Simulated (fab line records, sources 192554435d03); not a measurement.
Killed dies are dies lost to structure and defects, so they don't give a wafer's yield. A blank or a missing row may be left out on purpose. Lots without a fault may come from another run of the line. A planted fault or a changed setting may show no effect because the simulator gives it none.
Which tool did it? | flow n5_finfet | 10 lots, 30 wafers sampled, at 6 steps of a route of 1938

WHAT THE GAUGES READ, wafer by wafer
N5_BEOL_M15_INSPECT_55: inspects for defects (darkfield).
lot  | measured     | on                | raw_defect_count
L274 | day 11 08:52 | defect_inspect-01 | 54 72 51
L281 | day 13 14:12 | defect_inspect-01 | 97 84 555
L282 | day 13 19:19 | defect_inspect-01 | 542 60 47
L286 | day 14 07:18 | defect_inspect-01 | 24 48 59
L291 | day 15 15:29 | defect_inspect-02 | 73 99 95
L292 | day 15 17:03 | defect_inspect-01 | 35 51 40
L294 | day 16 23:50 | defect_inspect-02 | 59 89 63
L296 | day 17 03:48 | defect_inspect-01 | 66 96 70
L297 | day 17 04:15 | defect_inspect-01 | 95 30 43
L293 | day 17 04:30 | defect_inspect-02 | 67 100 45

N5_MIM_TOP_LITHO_INSPECT_12: inspects for defects (macro).
lot  | measured     | on                | raw_defect_count
L274 | day 11 13:57 | defect_inspect-01 | 2 0 1
L281 | day 13 19:58 | defect_inspect-02 | 2 3 >300
L282 | day 14 03:21 | defect_inspect-01 | >300 3 2
L286 | day 14 11:40 | defect_inspect-01 | 2 3 3
L291 | day 15 19:26 | defect_inspect-01 | 3 4 1
L292 | day 15 21:34 | defect_inspect-02 | 3 1 1
L294 | day 17 02:09 | defect_inspect-01 | 3 4 3
L296 | day 17 08:16 | defect_inspect-01 | 1 4 0
L297 | day 17 08:25 | defect_inspect-01 | 1 2 4
L293 | day 17 08:59 | defect_inspect-02 | 0 5 2

WHICH TOOL RAN EACH LOT (tool, then ch and the chambers of the sampled wafers, then the start)
lot  | N5_BEOL_M15_STRIP_62                          | N5_BEOL_M15_DEGAS_41         | N5_BEOL_M15_DEP_53              | N5_PASSIVATION_PECVD_00
L274 | rie_diel-01 ch 0,2, day 11 07:31 or earlier   | pvd_sputter-01, day 11 07:31 | pecvd-02 ch 0,1,2, day 11 08:46 | pecvd-04 ch 1,2, day 11 09:51
L281 | rie_diel-03 ch 2,3, day 13 12:52 or earlier   | pvd_sputter-03, day 13 12:52 | pecvd-02 ch 0,1,2, day 13 14:08 | pecvd-02 ch 0,1,2, day 13 15:13
L282 | rie_diel-05 ch 0,1,3, day 13 17:58 or earlier | pvd_sputter-03, day 13 17:58 | pecvd-02 ch 0,1,2, day 13 19:13 | pecvd-04 ch 0,1, day 13 20:18
L286 | rie_diel-03 ch 1,2,3, day 14 05:50 or earlier | pvd_sputter-01, day 14 05:50 | pecvd-01 ch 0,1,2, day 14 07:13 | pecvd-03 ch 0,1,2, day 14 08:17
L291 | rie_diel-01 ch 1,2,3, day 15 13:53 or earlier | pvd_sputter-01, day 15 13:53 | pecvd-01 ch 0,2, day 15 15:24   | pecvd-03 ch 0,1,2, day 15 16:29
L292 | rie_diel-01 ch 0,1,3, day 15 14:47 or earlier | pvd_sputter-01, day 15 14:47 | pecvd-01 ch 0,2, day 15 16:58   | pecvd-03 ch 0,1,2, day 15 18:03
L294 | rie_diel-03 ch 1,3, day 16 17:10 or earlier   | pvd_sputter-01, day 16 17:10 | pecvd-01 ch 1,2, day 16 23:44   | pecvd-02 ch 0,2, day 17 00:50
L296 | rie_diel-01 ch 0,2,3, day 17 00:24 or earlier | pvd_sputter-02, day 17 00:24 | pecvd-04 ch 0,1,2, day 17 03:42 | pecvd-03 ch 0,1,2, day 17 04:47
L297 | rie_diel-01 ch 0,2, day 17 00:57 or earlier   | pvd_sputter-02, day 17 00:57 | pecvd-04 ch 0,1, day 17 04:10   | pecvd-04 ch 0,1,2, day 17 05:14
L293 | rie_diel-03 ch 2,3, day 17 01:35 or earlier   | pvd_sputter-01, day 17 01:35 | pecvd-04 ch 0,1,2, day 17 04:25 | pecvd-02 ch 0,2, day 17 05:44
- N5_BEOL_M15_STRIP_62: strips in O2.
- N5_BEOL_M15_DEGAS_41: time 60 s.
- N5_BEOL_M15_DEP_53: deposits SiCN from 3MS/NH3, target thk 50 nm, time 17.8 s.
- N5_PASSIVATION_PECVD_00: deposits SiO2 from SiH4/N2O, target thk 200 nm, time 11.2 s.

WHAT THE TOOLS THEMSELVES READ (means of the sampled wafers that have a number; where no wafer has one, the mark that the record gives instead)
N5_BEOL_M15_STRIP_62.
lot  | tool        | drypump_motor_current_A (A) | o2_flow_sccm (sccm) | oes_product_au (a.u.) | rf_vpp_V (V) | showerhead_plenum_p_Torr (Torr) | throttle_valve_pct (%)
L274 | rie_diel-01 | 5.6                         | 225.2               | 0.78                  | 3.6          | 2.08                            | 16.62
L281 | rie_diel-03 | 5.7                         | 225.6               | 0.76                  | 3.9          | 2.10                            | 16.63
L282 | rie_diel-05 | 5.8                         | 225.4               | 0.82                  | 3.2          | 2.09                            | 16.95
L286 | rie_diel-03 | 6.0                         | 224.9               | 0.75                  | 3.9          | 2.13                            | 16.67
L291 | rie_diel-01 | 5.5                         | 224.9               | 0.81                  | 4.3          | 2.09                            | 16.53
L292 | rie_diel-01 | 5.5                         | 224.6               | 0.79                  | 4.0          | 2.11                            | 16.62
L294 | rie_diel-03 | 6.2                         | 223.5               | 0.73                  | 4.2          | 2.15                            | 16.73
L296 | rie_diel-01 | 5.5                         | 225.1               | 0.77                  | 3.7          | 2.07                            | 16.57
L297 | rie_diel-01 | 5.7                         | 224.8               | 0.75                  | 3.6          | 2.04                            | 16.60
L293 | rie_diel-03 | 6.0                         | 224.1               | 0.77                  | 3.7          | 2.10                            | 16.67

N5_BEOL_M15_DEGAS_41.
lot  | tool           | heater_power_w (W)
L274 | pvd_sputter-01 | 440
L281 | pvd_sputter-03 | 455
L282 | pvd_sputter-03 | 480
L286 | pvd_sputter-01 | 477
L291 | pvd_sputter-01 | 479
L292 | pvd_sputter-01 | 481
L294 | pvd_sputter-01 | 489
L296 | pvd_sputter-02 | 421
L297 | pvd_sputter-02 | 470
L293 | pvd_sputter-01 | 501

N5_BEOL_M15_DEP_53.
lot  | tool     | showerhead_plenum_p_Torr (Torr) | throttle_valve_pct (%)
L274 | pecvd-02 | 4.168                           | 18.0
L281 | pecvd-02 | 4.175                           | 18.1
L282 | pecvd-02 | 4.164                           | 18.1
L286 | pecvd-01 | 4.149                           | 17.5
L291 | pecvd-01 | 4.161                           | 17.2
L292 | pecvd-01 | 4.154                           | 17.2
L294 | pecvd-01 | 4.150                           | 17.7
L296 | pecvd-04 | 4.160                           | 17.9
L297 | pecvd-04 | 4.147                           | 18.4
L293 | pecvd-04 | 4.157                           | 17.9

N5_PASSIVATION_PECVD_00.
lot  | tool     | heater_power_w (W) | showerhead_plenum_p_Torr (Torr) | throttle_valve_pct (%)
L274 | pecvd-04 | 739                | 8.10                            | 50.5
L281 | pecvd-02 | 730                | 8.20                            | 51.4
L282 | pecvd-04 | 860                | 8.18                            | 51.9
L286 | pecvd-03 | 614                | 8.20                            | 52.1
L291 | pecvd-03 | 654                | 8.20                            | 51.9
L292 | pecvd-03 | 602                | 8.20                            | 51.9
L294 | pecvd-02 | 772                | 8.26                            | 53.3
L296 | pecvd-03 | 627                | 8.20                            | 52.1
L297 | pecvd-04 | 800                | 8.16                            | 50.5
L293 | pecvd-02 | 724                | 8.29                            | 51.8

THE ANSWER, worked out from the rows above alone
Rule: what is usual is taken from the lots themselves. Put in order of their means at a reading, lots are off if they are a third of the lots or fewer, leave a main group of 4 or more, and stand apart from it by a gap of 3 or more times the standard deviation of the main group's means; of several such gaps the widest counts. A main group whose means are all the same, to the digits that the tables above print for the reading, isn't used. A lot without any number at a reading at which 4 lots or more have one is off too. The other lots that the step has rows for count as sound. The gauges are gone through in route order, then the tools' own readings, and for those a lot's mean is taken as printed above. The first step at which some lot is off is used, and at that step the reading that is off furthest; a lot without a number counts as furthest.
Off: L281, L282, at N5_BEOL_M15_INSPECT_55 (raw_defect_count). The main group: mean 64, standard deviation 15.
A tool fits if, at a process step before that reading, it ran every lot that is off, and no sound lot after the first of them. The gauges at N5_BEOL_M15_INSPECT_55 are tried like those tools. N5_BEOL_M15_STRIP_62 gives no start for some lots, so the hours and the order of its lots are those of N5_BEOL_M15_DEGAS_41. Can't be told from this: 2 tools fit, pvd_sputter-03 at N5_BEOL_M15_DEGAS_41, pecvd-02 at N5_BEOL_M15_DEP_53.

WHAT THE SIMULATOR HAD PUT IN
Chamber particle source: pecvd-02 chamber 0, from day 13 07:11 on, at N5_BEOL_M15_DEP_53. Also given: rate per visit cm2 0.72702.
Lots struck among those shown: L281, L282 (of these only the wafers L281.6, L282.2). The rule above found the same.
